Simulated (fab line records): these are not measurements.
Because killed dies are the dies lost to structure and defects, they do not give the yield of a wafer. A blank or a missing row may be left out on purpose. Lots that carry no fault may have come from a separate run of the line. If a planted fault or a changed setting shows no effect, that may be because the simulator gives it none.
Matching of chambers    flow nand harc    NHARC_A_CHANNEL_FILL_D1_ALD_16 on ald hk-01: 4 sister chambers
The step deposits SiO2, target thk 1.5 nm, pulse time 10 s, ald cycles 15. 18 wafers are shown with their chamber, then 9 later ones without.

WAFERS WITH THEIR CHAMBER
wafer   chamber  heater power w (W)  precursor pulse height rel
L076.2  0        524                 0.997
L076.4  3        483                 0.963
L076.5  0        517                 1.050
L083.1  1        498                 0.994
L083.3  2        435                 1.000
L083.5  2        436                 1.003
L084.1  2        435                 1.000
L084.3  3        489                 0.984
L084.6  1        492                 0.979
L085.3  0        508                 1.017
L085.4  1        490                 0.972
L085.5  0        515                 0.990
L088.1  3        484                 1.007
L088.4  0        499                 1.013
L088.5  2        430                 0.991
L089.1  1        492                 0.978
L089.2  2        449                 1.040
L089.4  0        509                 1.009

SIGNATURES (averages over the wafers above)
reading                     chamber 0  chamber 1  chamber 2  chamber 3  scatter within a chamber
heater power w              512.00     493.00     437.00     485.33     6.71
precursor pulse height rel  1.01267    0.98075    1.00680    0.98467    0.0187
Rule: for each reading, subtract the chamber's mean from the wafer's reading, divide by that reading's scatter and square the result; add these up over the readings and take the root, which gives the wafer's distance from the chamber. The wafer belongs to the nearest chamber; if the next one is less than 2 further off, it can't be placed. The scatter is the square root of a quotient: the sum, over the shown wafers, of each reading's squared deviation from its chamber's mean, divided by wafers minus chambers.

WAFERS MISSING THEIR CHAMBER
wafer   heater power w (W)  precursor pulse height rel
L092.1  482                 1.001
L092.3  443                 1.004
L092.5  477                 0.999
L091.1  474                 1.017
L091.2  508                 0.984
L091.5  433                 0.965
L097.1  478                 1.016
L097.2  494                 1.007
L097.4  489                 1.016

WHICH CHAMBER EACH WENT THROUGH
wafer   from the rows above           in truth
L092.1  can't be placed: 3 or 1       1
L092.3  2                             2
L092.5  can't be placed: 3 or 1       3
L091.1  can't be placed: 3 or 1       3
L091.2  can't be placed: 0 or 1 or 3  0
L091.5  2                             2
L097.1  can't be placed: 3 or 1       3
L097.2  can't be placed: 1 or 3 or 0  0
L097.4  can't be placed: 3 or 1 or 0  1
2 of 9 placed correctly. These rows do not allow placing 7 (true chamber among the candidates in 7). 0 placed wrongly.
